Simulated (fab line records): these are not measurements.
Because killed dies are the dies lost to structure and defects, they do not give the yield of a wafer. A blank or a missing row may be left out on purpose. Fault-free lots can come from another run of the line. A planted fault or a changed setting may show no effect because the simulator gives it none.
Which tool did it? | flow n5-finfet | 12 lots, 36 wafers sampled, at 2 steps of a route of 1938

WHAT EACH GAUGE READ, for each wafer
N5_BEOL_M7_INSPECT_58: inspects for defects (darkfield). Usual: raw-defect-count at 71, with a standard deviation of 26.
lot  | measured     | on                | raw-defect-count | flag
L218 | day 10 17:08 | defect-inspect-01 | 68 42 43         |
L222 | day 11 14:38 | defect-inspect-01 | 78 54 67         |
L223 | day 11 14:58 | defect-inspect-02 | 44 54 48         |
L228 | day 12 19:42 | defect-inspect-02 | 79 46 57         |
L229 | day 13 01:19 | defect-inspect-02 | 62 76 70         |
L227 | day 13 06:32 | defect-inspect-01 | 62 63 61         |
L230 | day 13 16:59 | defect-inspect-01 | 66 47 85         |
L231 | day 14 05:41 | defect-inspect-01 | 77 81 72         |
L233 | day 14 13:29 | defect-inspect-02 | 77 47 97         |
L237 | day 16 01:54 | defect-inspect-01 | 185 124 109      |
L238 | day 16 04:56 | defect-inspect-01 | 94 75 108        |
L240 | day 16 07:48 | defect-inspect-02 | 51 54 58         |

N5_BEOL_M8_THK_MEAS_01. Usual: for M8_ILD_THK the level is 154.3 nm and the standard deviation is 2.
lot  | measured     | on            | M8_ILD_THK (nm)   | flag
L218 | day 10 17:46 | film-metro-01 | 154.6 155.3 154.2 |
L222 | day 11 15:16 | film-metro-01 | 151.6 155.9 154.8 |
L223 | day 11 15:57 | film-metro-01 | 152.6 153.2 153.4 |
L228 | day 12 20:47 | film-metro-02 | 155.1 155.1 153.2 |
L229 | day 13 01:56 | film-metro-02 | 150.0 156.2 153.8 |
L227 | day 13 07:10 | film-metro-02 | 151.0 153.6 153.1 |
L230 | day 13 17:35 | film-metro-01 | 156.8 155.4 155.9 |
L231 | day 14 06:47 | film-metro-02 | 153.3 151.8 156.2 |
L233 | day 14 14:06 | film-metro-01 | 152.6 155.3 154.0 |
L237 | day 16 02:31 | film-metro-01 | 153.8 153.4 155.6 |
L238 | day 16 05:33 | film-metro-02 | 154.6 157.0 157.0 |
L240 | day 16 08:25 | film-metro-01 | 156.1 160.1 156.5 |

WHAT TOOL EACH LOT RAN ON (gives the tool, then ch and the chambers of the sampled wafers, and finally the start)
Before these readings, the record contains no process step.

WHAT THE TOOLS THEMSELVES READ (means of the sampled wafers that have a number; where no wafer has one, the mark that the record gives instead)
The record holds no such reading with a usual standard deviation.

THE ANSWER, worked out from the rows above alone
Rule: a lot counts as off when the mean over its wafers that have a number is more than 3 standard deviations away from the usual mean. A lot without any number at a reading at which 4 lots or more have one is off too. The other lots that the step has rows for count as sound. The gauges are gone through in route order, then the tools' own readings, and for those a lot's mean is taken as printed above. The first step at which some lot is off is used, and at that step the reading that is off furthest; a lot without a number counts as furthest.
No lot is off on any of the readings shown, so nothing can be concluded from this.

WHAT THE SIMULATOR PUT IN
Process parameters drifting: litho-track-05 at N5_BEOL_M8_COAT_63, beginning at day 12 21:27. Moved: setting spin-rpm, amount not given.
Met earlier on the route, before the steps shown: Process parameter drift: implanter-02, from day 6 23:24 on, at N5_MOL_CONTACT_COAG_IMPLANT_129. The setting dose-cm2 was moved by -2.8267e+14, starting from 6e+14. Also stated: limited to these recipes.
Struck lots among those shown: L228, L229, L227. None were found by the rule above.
